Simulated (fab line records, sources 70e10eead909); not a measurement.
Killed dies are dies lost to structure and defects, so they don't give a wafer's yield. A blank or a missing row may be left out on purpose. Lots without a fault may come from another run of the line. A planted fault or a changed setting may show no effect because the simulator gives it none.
fab line records | flow nand_harc
record lots=6 wafers=18 last_day=33
route steps=1302 shown A_ONON_D1@430 END@1302
lots that met no fault: from a run of the same line without faults
start_h: hours from the record's first day to the start of the lot's first wafer shown | wait_h: hours since the lot's step before | " the same as in the row above | L1.1+2: a row that stands for several wafers | - no value, or no start given | * or withheld: withheld | < > ~ a bound
route shown NAME@n: a module of which the file shows steps, and the number in the route of the first | usual: mean/standard deviation of fault-free wafers | same: alike in all rows | chamber/n: place in a boat | sites: the reading at each site | _std_site: their standard deviation | _edge_site: outer sites' mean less inner sites' | radius_mm: how far each site lies from the wafer's centre | mask NAME#n: copy n | behind: the tool/chamber that last shaped the wafer | hold: why the lot was held/for how many hours/how that ended | device: the transistor (n, p or np) that didn't switch | end of line: the same wafers' tests at the end of the route | a step without rows: its recipe alone | killed: dies lost to structure and defects at the first sort, not the wafer's yield | map: a wafer's dies, x killed, . not, _ none there
set.NAME: the setting as run; set.NAME@STEP: as run at that earlier step | model.NAME: the simulator's own value behind a step, which no gauge read
lots at some steps of the route; a table a step, a row a wafer
services: from which hour (start_h, from the record's first day; less than 0 if before it) a tool's chamber was out of use, for how many hours, and why
## steps
# step NHARC_A_ONON_D1_DEP_09
# recipe target_thk_a=10000 n2_flow_sccm=2750 n2o_flow_sccm=2000 nh3_flow_sccm=500 sih4_flow_sccm=210 temp_c=400
# step NHARC_A_ONON_D1_THK_MEAS_11
# recipe thk_meas_gauge=ellipsometry
# usual thk_nm=999/8.2
# columns lot.wafer tool chamber start_h wait_h thk_nm
L404.1 film_metro-01 - 198.14 - 992
L404.2 " - " " 994
L404.3 " - " " 992
L412.3 film_metro-02 - 288.22 - 991
L412.4 " - " " 993
L412.5 " - " " 994
L417.2 film_metro-01 - 327.17 - 996
L417.4 " - " " 1000
L417.6 " - " " 997
L418.3 film_metro-01 - 343.87 - 1008
L418.4 " - " " 1007
L418.6 " - " " 1011
L422.2 film_metro-01 - 378.31 - 998
L422.3 " - " " 998
L422.6 " - " " 997
L423.4 film_metro-01 - 390.89 - 989
L423.5 " - " " 989
L423.6 " - " " 988
# step NHARC_A_ONON_D1_DEP_12
# recipe target_thk_a=10000 n2_flow_sccm=2750 n2o_flow_sccm=2000 nh3_flow_sccm=500 sih4_flow_sccm=210 temp_c=400
# step NHARC_A_ONON_D1_THK_MEAS_14
# recipe thk_meas_gauge=ellipsometry
# usual thk_nm=999/11
# columns lot.wafer tool chamber start_h wait_h thk_nm
L404.1 film_metro-02 - 198.71 - 996
L404.2 " - " " 999
L404.3 " - " " 998
L412.3 film_metro-01 - 288.78 - 972
L412.4 " - " " 972
L412.5 " - " " 971
L417.2 film_metro-02 - 327.73 - 986
L417.4 " - " " 984
L417.6 " - " " 985
L418.3 film_metro-01 - 344.44 - 1009
L418.4 " - " " 1012
L418.6 " - " " 1009
L422.2 film_metro-01 - 378.88 - 1006
L422.3 " - " " 1008
L422.6 " - " " 1009
L423.4 film_metro-02 - 391.46 - 1000
L423.5 " - " " 1001
L423.6 " - " " 1001
# step NHARC_A_ONON_D1_ANNEAL_15
# recipe temp_c=750 time_s=3600
# step NHARC_A_ONON_D1_DEP_16
# recipe target_thk_a=10000 n2_flow_sccm=2750 n2o_flow_sccm=2000 nh3_flow_sccm=500 sih4_flow_sccm=210 temp_c=400
# step NHARC_A_ONON_D1_THK_MEAS_18
# recipe thk_meas_gauge=ellipsometry
# usual thk_nm=999/8
# columns lot.wafer tool chamber start_h wait_h thk_nm
L404.1 film_metro-01 - 206.52 - 993
L404.2 " - " " 991
L404.3 " - " " 992
L412.3 film_metro-01 - 296.55 - 982
L412.4 " - " " 983
L412.5 " - " " 983
L417.2 film_metro-02 - 335.56 - 1003
L417.4 " - " " 1004
L417.6 " - " " 1002
L418.3 film_metro-01 - 354.43 - 990
L418.4 " - " " 990
L418.6 " - " " 989
L422.2 film_metro-01 - 389.28 - 999
L422.3 " - " " 1000
L422.6 " - " " 999
L423.4 film_metro-02 - 399.29 - 998
L423.5 " - " " 1000
L423.6 " - " " 999
# step NHARC_A_ONON_D1_DEP_19
# recipe target_thk_a=10000 n2_flow_sccm=2750 n2o_flow_sccm=2000 nh3_flow_sccm=500 sih4_flow_sccm=210 temp_c=400
# step NHARC_A_ONON_D1_THK_MEAS_21
# recipe thk_meas_gauge=ellipsometry
# usual thk_nm=996/11
# columns lot.wafer tool chamber start_h wait_h thk_nm
L404.1 film_metro-02 - 207.08 - 986
L404.2 " - " " 985
L404.3 " - " " 986
L412.3 film_metro-02 - 297.12 - 996
L412.4 " - " " 998
L412.5 " - " " 997
L417.2 film_metro-01 - 336.13 - 981
L417.4 " - " " 982
L417.6 " - " " 983
L418.3 film_metro-01 - 355.00 - 1011
L418.4 " - " " 1009
L418.6 " - " " 1009
L422.2 film_metro-02 - 389.87 - 974
L422.3 " - " " 974
L422.6 " - " " 974
L423.4 film_metro-02 - 399.86 - 991
L423.5 " - " " 993
L423.6 " - " " 992
# step NHARC_A_ONON_D1_DEP_22
# recipe target_thk_a=10000 n2_flow_sccm=2750 n2o_flow_sccm=2000 nh3_flow_sccm=500 sih4_flow_sccm=210 temp_c=400
# step NHARC_A_ONON_D1_THK_MEAS_24
# recipe thk_meas_gauge=ellipsometry
# usual thk_nm=1001/11
# columns lot.wafer tool chamber start_h wait_h thk_nm
L404.1 film_metro-02 - 207.65 - 1021
L404.2 " - " " 1021
L404.3 " - " " 1018
L412.3 film_metro-01 - 297.69 - 1031
L412.4 " - " " 1028
L412.5 " - " " 1030
L417.2 film_metro-01 - 336.72 - 1003
L417.4 " - " " 1002
L417.6 " - " " 1003
L418.3 film_metro-01 - 355.57 - 1001
L418.4 " - " " 1003
L418.6 " - " " 1001
L422.2 film_metro-02 - 390.44 - 1007
L422.3 " - " " 1006
L422.6 " - " " 1007
L423.4 film_metro-01 - 400.43 - 997
L423.5 " - " " 996
L423.6 " - " " 996
# step NHARC_A_ONON_D1_DEP_25
# recipe target_thk_a=10000 n2_flow_sccm=2750 n2o_flow_sccm=2000 nh3_flow_sccm=500 sih4_flow_sccm=210 temp_c=400
# usual sih4_flow_sccm=210.0/0.62
# columns lot.wafer tool chamber start_h wait_h sih4_flow_sccm
L404.1 pecvd_onon-03 0 207.71 0.1 210.4
L404.2 " 0 " " 209.2
L404.3 " 0 " " 209.9
L412.3 pecvd_onon-04 0 297.86 0.2 210.3
L412.4 " 0 " " 210.3
L412.5 " 0 " " 210.4
L417.2 pecvd_onon-04 0 336.83 0.1 210.3
L417.4 " 0 " " 209.7
L417.6 " 0 " " 210.3
L418.3 pecvd_onon-04 0 355.75 0.2 209.3
L418.4 " 0 " " 209.6
L418.6 " 0 " " 208.5
L422.2 pecvd_onon-03 0 390.55 0.1 210.1
L422.3 " 0 " " 210.0
L422.6 " 0 " " 210.2
L423.4 pecvd_onon-03 0 400.66 0.2 208.7
L423.5 " 0 " " 210.2
L423.6 " 0 " " 209.6
# step NHARC_A_ONON_D1_THK_MEAS_27
# recipe thk_meas_gauge=ellipsometry
# usual thk_nm=999/10
# columns lot.wafer tool chamber start_h wait_h thk_nm
L404.1 film_metro-02 - 208.22 - 997
L404.2 " - " " 995
L404.3 " - " " 996
L412.3 film_metro-01 - 298.25 - 1016
L412.4 " - " " 1015
L412.5 " - " " 1018
L417.2 film_metro-01 - 337.29 - 1201
L417.4 " - " " 1203
L417.6 " - " " 1201
L418.3 film_metro-01 - 356.14 - 1199
L418.4 " - " " 1200
L418.6 " - " " 1198
L422.2 film_metro-01 - 391.01 - 997
L422.3 " - " " 997
L422.6 " - " " 998
L423.4 film_metro-01 - 400.99 - 993
L423.5 " - " " 991
L423.6 " - " " 993
# step NHARC_A_ONON_D1_DEP_28
# recipe target_thk_a=10000 n2_flow_sccm=2750 n2o_flow_sccm=2000 nh3_flow_sccm=500 sih4_flow_sccm=210 temp_c=400
# step NHARC_END_SORT_01
# recipe temp_c=25
# usual killed_at_array=57/18 killed_at_other=0.9/1.3 killed_at_periphery=3.5/2.2 killed_dies=62/18 killed_open=3.0/1.7 killed_short=2.3/1.5
# same gross_dies=677
# columns lot.wafer tool chamber start_h wait_h killed_at_array killed_at_other killed_at_periphery killed_dies killed_open killed_short
L412.3 prober-01 0 679.41 3.1 53 1 0 54 3 2
L412.4 prober-01 0 680.20 3.4 48 3 2 53 2 2
L412.5 prober-01 0 680.99 3.7 48 1 2 51 3 2
L417.2 prober-01 0 707.18 2.7 675 0 2 677 1 4
L417.4 prober-01 0 708.77 3.4 676 0 1 677 4 2
L417.6 prober-01 0 710.35 4.0 676 0 1 677 3 4
L418.3 prober-01 0 734.67 3.1 670 1 6 677 3 2
L418.4 prober-01 0 735.47 3.4 672 1 4 677 1 2
L418.6 prober-01 0 737.06 4.0 671 0 6 677 3 2
# killed by level:class
L412.3 A_SLIT:chamber_film_flake=30 A_CHANNEL_HOLE_D1:chamber_film_flake=9 A_CONTACT:chamber_film_flake=5 A_DECK1_JOINT:chamber_film_flake=3 A_STAIRCASE:chamber_film_flake=2 A_WL_FILL:geometric_particle:short=1 A_CONTACT:geometric_particle:open=1 A_BLC:geometric_particle:short=1
L412.4 A_SLIT:chamber_film_flake=24 A_CONTACT:chamber_film_flake=8 A_CHANNEL_HOLE_D1:chamber_film_flake=7 THIN_TSV:chamber_film_flake=3 A_STAIRCASE:chamber_film_flake=2 P_M0:geometric_particle:open=1 A_CHANNEL_FILL_D1:geometric_particle:short=1 A_SLIT:geometric_particle:short=1
L412.5 A_SLIT:chamber_film_flake=23 A_CHANNEL_HOLE_D1:chamber_film_flake=8 A_CONTACT:chamber_film_flake=4 A_DECK1_JOINT:chamber_film_flake=3 P_ZERO_WELL:chamber_film_flake=2 A_CHANNEL_FILL_D2:geometric_particle:open=2 A_WL_FILL:chamber_film_flake=2 A_SOURCE_PLATE:geometric_particle:short=1
L417.2 A_ONON_D1:area_dep=615 A_CHANNEL_HOLE_D1:chamber_film_flake=27 A_CHANNEL_HOLE_D2:chamber_film_flake=11 A_CONTACT:chamber_film_flake=10 A_WL_FILL:geometric_particle:short=2 A_SLIT:chamber_film_flake=2 A_DECK1_JOINT:chamber_film_flake=2 A_STAIRCASE:chamber_film_flake=2
L417.4 A_ONON_D1:area_dep=608 A_CHANNEL_HOLE_D1:chamber_film_flake=30 A_CHANNEL_HOLE_D2:chamber_film_flake=20 A_CONTACT:chamber_film_flake=6 A_CHANNEL_FILL_D2:geometric_particle:short=2 A_SGD_CUT:geometric_particle:open=2 A_DECK1_JOINT:chamber_film_flake=2 A_STAIRCASE:chamber_film_flake=2
L417.6 A_ONON_D1:area_dep=597 A_CHANNEL_HOLE_D1:chamber_film_flake=30 A_CHANNEL_HOLE_D2:chamber_film_flake=29 A_CONTACT:chamber_film_flake=5 A_STAIRCASE:chamber_film_flake=3 A_BLC:chamber_film_flake=3 A_CONTACT:geometric_particle:open=2 A_SOURCE_PLATE:geometric_particle:open=1
L418.3 A_ONON_D1:area_dep=602 A_CHANNEL_HOLE_D2:chamber_film_flake=33 A_CHANNEL_HOLE_D1:chamber_film_flake=14 A_CONTACT:chamber_film_flake=7 A_SLIT:chamber_film_flake=5 P_GATE:chamber_film_flake=3 A_STAIRCASE:chamber_film_flake=3 A_WL_FILL:chamber_film_flake=2
L418.4 A_ONON_D1:area_dep=622 A_CHANNEL_HOLE_D2:chamber_film_flake=25 A_CHANNEL_HOLE_D1:chamber_film_flake=6 A_CONTACT:chamber_film_flake=6 A_STAIRCASE:chamber_film_flake=5 A_WL_FILL:chamber_film_flake=3 A_SLIT:chamber_film_flake=3 P_GATE:chamber_film_flake=2
L418.6 A_ONON_D1:area_dep=624 A_CHANNEL_HOLE_D2:chamber_film_flake=20 A_CHANNEL_HOLE_D1:chamber_film_flake=7 A_SLIT:chamber_film_flake=5 A_CONTACT:chamber_film_flake=4 P_GATE:chamber_film_flake=3 A_WL_FILL:chamber_film_flake=3 P_STI:chamber_film_flake=2
# map L417.2 (x killed, . not)
____________x____________
_________xxxxxxx_________
_______xxxxxxxxxxx_______
______xxxxxxxxxxxxx______
_____xxxxxxxxxxxxxxx_____
____xxxxxxxxxxxxxxxxx____
____xxxxxxxxxxxxxxxxx____
___xxxxxxxxxxxxxxxxxxx___
___xxxxxxxxxxxxxxxxxxx___
__xxxxxxxxxxxxxxxxxxxxx__
__xxxxxxxxxxxxxxxxxxxxx__
_xxxxxxxxxxxxxxxxxxxxxxx_
_xxxxxxxxxxxxxxxxxxxxxxx_
_xxxxxxxxxxxxxxxxxxxxxxx_
_xxxxxxxxxxxxxxxxxxxxxxx_
_xxxxxxxxxxxxxxxxxxxxxxx_
xxxxxxxxxxxxxxxxxxxxxxxxx
xxxxxxxxxxxxxxxxxxxxxxxxx
xxxxxxxxxxxxxxxxxxxxxxxxx
xxxxxxxxxxxxxxxxxxxxxxxxx
xxxxxxxxxxxxxxxxxxxxxxxxx
_xxxxxxxxxxxxxxxxxxxxxxx_
_xxxxxxxxxxxxxxxxxxxxxxx_
_xxxxxxxxxxxxxxxxxxxxxxx_
_xxxxxxxxxxxxxxxxxxxxxxx_
_xxxxxxxxxxxxxxxxxxxxxxx_
__xxxxxxxxxxxxxxxxxxxxx__
__xxxxxxxxxxxxxxxxxxxxx__
___xxxxxxxxxxxxxxxxxxx___
___xxxxxxxxxxxxxxxxxxx___
____xxxxxxxxxxxxxxxxx____
____xxxxxxxxxxxxxxxxx____
_____xxxxxxxxxxxxxxx_____
______xxxxxxxxxxxxx______
_______xxxxxxxxxxx_______
_________xxxxxxx_________
____________x____________
# map L418.3 (x killed, . not)
____________x____________
_________xxxxxxx_________
_______xxxxxxxxxxx_______
______xxxxxxxxxxxxx______
_____xxxxxxxxxxxxxxx_____
____xxxxxxxxxxxxxxxxx____
____xxxxxxxxxxxxxxxxx____
___xxxxxxxxxxxxxxxxxxx___
___xxxxxxxxxxxxxxxxxxx___
__xxxxxxxxxxxxxxxxxxxxx__
__xxxxxxxxxxxxxxxxxxxxx__
_xxxxxxxxxxxxxxxxxxxxxxx_
_xxxxxxxxxxxxxxxxxxxxxxx_
_xxxxxxxxxxxxxxxxxxxxxxx_
_xxxxxxxxxxxxxxxxxxxxxxx_
_xxxxxxxxxxxxxxxxxxxxxxx_
xxxxxxxxxxxxxxxxxxxxxxxxx
xxxxxxxxxxxxxxxxxxxxxxxxx
xxxxxxxxxxxxxxxxxxxxxxxxx
xxxxxxxxxxxxxxxxxxxxxxxxx
xxxxxxxxxxxxxxxxxxxxxxxxx
_xxxxxxxxxxxxxxxxxxxxxxx_
_xxxxxxxxxxxxxxxxxxxxxxx_
_xxxxxxxxxxxxxxxxxxxxxxx_
_xxxxxxxxxxxxxxxxxxxxxxx_
_xxxxxxxxxxxxxxxxxxxxxxx_
__xxxxxxxxxxxxxxxxxxxxx__
__xxxxxxxxxxxxxxxxxxxxx__
___xxxxxxxxxxxxxxxxxxx___
___xxxxxxxxxxxxxxxxxxx___
____xxxxxxxxxxxxxxxxx____
____xxxxxxxxxxxxxxxxx____
_____xxxxxxxxxxxxxxx_____
______xxxxxxxxxxxxx______
_______xxxxxxxxxxx_______
_________xxxxxxx_________
____________x____________
## services
# columns tool chamber start_h hours kind
pecvd_onon-03 - 227.00 13.0 pm
pecvd_onon-04 - 311.20 13.0 pm
## key
first_sign step=NHARC_A_ONON_D1_THK_MEAS_27 reading=thk_nm direction=up sigmas=20 usual=999 struck=1200
effect step=NHARC_END_SORT_01 reading=killed_dies direction=up sigmas=35 usual=62 struck=677
more_kills_born_at NHARC_A_ONON_D1_DEP_25@pecvd_onon-04=3668
met_at NHARC_A_ONON_D1_DEP_25
struck_wafers L417.2,L417.4,L417.6,L418.3,L418.4,L418.6
later_rows_left_out L417.2,L417.4,L417.6,L418.3,L418.4,L418.6
tester_left_out L417,L418
onset_between 297.86 336.83
fault kind=process_parameter_drift tool=pecvd_onon-04 chamber=- onset_h=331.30 steps=NHARC_A_ONON_D1_DEP_25 channel=target_thk_a offset=* shape=step end_h=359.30 acts_in=* stated=*
# tester_left_out: of these lots the tester's yield and bins aren't shown, on N5 and GAA mostly nor the transistor test; their killed dies are dies lost to structure and defects alone, not to doping, threshold or leakage, so they don't give the yield
# later_rows_left_out: the simulator's readings of these wafers behind a module that went badly wrong aren't trusted and aren't shown, but for the sort
